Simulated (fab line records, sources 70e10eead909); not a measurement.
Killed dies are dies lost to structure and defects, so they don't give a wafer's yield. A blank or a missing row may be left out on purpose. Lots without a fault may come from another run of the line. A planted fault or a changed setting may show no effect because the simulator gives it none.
Chamber matching | flow nand_harc | NHARC_P_GATE_DEP_103 on pecvd-03: 3 sister chambers
The step deposits SiON, target thk 30 nm. 14 wafers are shown with their chamber, then 7 later ones without.

WAFERS WITH THEIR CHAMBER
wafer  | chamber | heater_power_w (W)
L979.2 | 0       | 702
L979.5 | 0       | 696
L979.6 | 2       | 891
L981.2 | 2       | 866
L981.5 | 2       | 875
L981.6 | 1       | 644
L984.1 | 2       | 878
L984.2 | 0       | 717
L984.3 | 1       | 620
L991.1 | 2       | 1022
L991.2 | 1       | 704
L991.3 | 0       | 771
L995.1 | 0       | 742
L995.3 | 2       | 1017

SIGNATURES (means of the wafers above)
reading        | chamber 0 | chamber 1 | chamber 2 | scatter within a chamber
heater_power_w | 725.60    | 656.00    | 924.83    | 56.2
Rule: a wafer's distance from a chamber is the root of the sum, over the readings, of the square of ((its reading less the chamber's mean) divided by the reading's scatter). The wafer belongs to the nearest chamber; if the next one is less than 2 further off, it can't be placed. The scatter: the root of (the sum of the squares of (reading less its chamber's mean) over the shown wafers, divided by (wafers less chambers)).

WAFERS WITHOUT THEIR CHAMBER
wafer  | heater_power_w (W)
L995.5 | 797
L101.3 | 970
L101.4 | 797
L101.6 | 967
L100.2 | 736
L100.3 | 641
L100.6 | 735

WHICH CHAMBER EACH WENT THROUGH
wafer  | from the rows above          | in truth
L995.5 | can't be placed: 0 or 2 or 1 | 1
L101.3 | 2                            | 2
L101.4 | can't be placed: 0 or 2 or 1 | 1
L101.6 | 2                            | 2
L100.2 | can't be placed: 0 or 1      | 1
L100.3 | can't be placed: 1 or 0      | 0
L100.6 | can't be placed: 0 or 1      | 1
Placed correctly: 2 of 7. Can't be placed from these rows: 5 (the true chamber is among the candidates in 5). Placed wrongly: 0.
